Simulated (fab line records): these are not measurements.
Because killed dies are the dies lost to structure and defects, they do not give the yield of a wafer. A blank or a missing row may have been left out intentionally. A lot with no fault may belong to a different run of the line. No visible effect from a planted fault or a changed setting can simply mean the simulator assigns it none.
Chamber matching :: flow nand_harc :: 4 sister chambers for NHARC_A_CONTACT_DESCUM_13 on rie_diel-05
The step chemistry O2, time 3 s. 4 wafers are shown with their chamber, then 8 later ones without.

== WAFERS PAIRED WITH THEIR CHAMBERS ==
wafer: L076.6
chamber: 0
showerhead_plenum_p_Torr (Torr): 1.90

wafer: L089.2
chamber: 2
showerhead_plenum_p_Torr (Torr): 1.97

wafer: L089.5
chamber: 1
showerhead_plenum_p_Torr (Torr): 1.85

wafer: L093.1
chamber: 3
showerhead_plenum_p_Torr (Torr): 1.81

== WAFERS MISSING THEIR CHAMBER ==
wafer: L093.2
showerhead_plenum_p_Torr (Torr): 1.90

wafer: L093.6
showerhead_plenum_p_Torr (Torr): 1.90

wafer: L090.1
showerhead_plenum_p_Torr (Torr): 1.85

wafer: L090.2
showerhead_plenum_p_Torr (Torr): 1.96

wafer: L090.6
showerhead_plenum_p_Torr (Torr): 1.81

wafer: L096.1
showerhead_plenum_p_Torr (Torr): 1.89

wafer: L096.4
showerhead_plenum_p_Torr (Torr): 1.96

wafer: L096.5
showerhead_plenum_p_Torr (Torr): 1.89

== WHICH CHAMBER EACH WENT THROUGH ==
wafer: L093.2
from the rows above: 0
in truth: 0

wafer: L093.6
from the rows above: 0
in truth: 0

wafer: L090.1
from the rows above: 1
in truth: 1

wafer: L090.2
from the rows above: 2
in truth: 2

wafer: L090.6
from the rows above: 3
in truth: 3

wafer: L096.1
from the rows above: 0
in truth: 0

wafer: L096.4
from the rows above: 2
in truth: 2

wafer: L096.5
from the rows above: 0
in truth: 0
Correctly placed: 8 of 8. Can't be placed from these rows: 0. Placed wrongly: 0.
How it was worked out, from the rows above alone: a wafer's distance from a chamber is the root of the sum, over the readings, of the square of ((its reading less the chamber's mean) divided by the reading's scatter). The wafer belongs to the nearest chamber; if the next one is less than 2 further off, it can't be placed. Each chamber's mean is taken over the wafers shown for it. The scatter: with one shown wafer a chamber, the root of the mean of the squares of how far each hidden wafer lies from its nearest shown one.
